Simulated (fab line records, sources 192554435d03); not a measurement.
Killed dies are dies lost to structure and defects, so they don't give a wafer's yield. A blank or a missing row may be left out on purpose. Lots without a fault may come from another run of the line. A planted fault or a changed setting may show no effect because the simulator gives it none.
Problem report in the 8D (eight disciplines) form, filled by code | flow n5_finfet | the parts of the form that need people (team, actions taken, sign-off) are left out

1. THE PROBLEM
run_length_s at N5_BEOL_M1_VIA_ETCH_34 reads a mean of 73.4 s on 4 wafers of 3 lots; wafers without a fault read 87.8 s with a standard deviation of 0.36. That is -40 standard deviations from the usual mean.
The step: etches the open film in C4F6/O2, target depth 67.8 nm, time 64.4 s.
First seen on wafer L934.6, day 6 17:46, on rie_diel-04. The record holds 25 wafers of 9 lots with a number at this step. Rule for "out", or "out of limits": more than 4 standard deviations from the usual mean. The other wafers with a number count as sound.

2. WHAT IT IS AND WHAT IT IS NOT
question                    | is                             | is not
which readings at this step | run_length_s                   | drypump_motor_current_A, oes_f_703_au, oes_product_au, rf_vpp_V, showerhead_plenum_p_Torr, throttle_valve_pct
which lots                  | L934, L935, L936               | L932, L939, L944, L949, L950, L953
which wafers of those lots  | L934.6, L935.2, L936.2, L936.6 | L934.3, L934.4, L935.4, L936.3
read on which tools         | rie_diel-04                    | rie_diel-01, rie_diel-06
when                        | from day 6 17:46               | up to then (4 sound wafers); but 17 sound wafers of L935, L936, L939, L944, L949, L950, L953 came after

3. SUSPECTS, AND WHAT RULES EACH OUT
Counting: a tool at a process step up to the reading stays a suspect if it ran every lot that is out. Sound lots after the first of them don't rule it out here, since some wafers of a struck lot are sound.
- rie_diel-04 at N5_BEOL_M1_VIA_ETCH_34 (etches the open film in C4F6/O2, target depth 67.8 nm, time 64.4 s): kept. It ran every lot that is out, first L934 (day 6 17:46); its last sound lot up to then is L932 (day 6 04:57). Its own readings are out on those wafers: run_length_s.
Left after counting: rie_diel-04 at N5_BEOL_M1_VIA_ETCH_34.

4. THE CAUSE (what the simulator had put in)
Process parameter drift: rie_diel-04, from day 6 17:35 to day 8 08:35, at N5_BEOL_M1_VIA_ETCH_34. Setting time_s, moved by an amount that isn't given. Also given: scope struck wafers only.
Counting left only this tool.

5. THE CHAIN OF EFFECTS, in route order
Each row: a reading whose mean over the struck wafers that have a number lies more than 3 standard deviations from the usual. Only readings for which the record gives a usual standard deviation are gone through. hours: the time from each lot's start at the first step in this table that gives one to its start at this step, as a median over the lots. sigmas: the change in usual standard deviations.
hours | step                   | reading      | usual  | on struck wafers | change | sigmas
0     | N5_BEOL_M1_VIA_ETCH_34 | run_length_s | 87.8 s | 73.4             | -14.4  | -40
The process steps in it:
- N5_BEOL_M1_VIA_ETCH_34: etches the open film in C4F6/O2, target depth 67.8 nm, time 64.4 s.
Later measuring or inspecting steps at which every struck wafer that the step has a row for has a number for every such reading, and none has moved that far: N5_BEOL_M4_RC_MEAS_101.

6. WHAT WOULD HAVE CAUGHT IT SOONER
In this record the first reading out of limits was taken at day 6 17:46, 0 hours after the fault began at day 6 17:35.
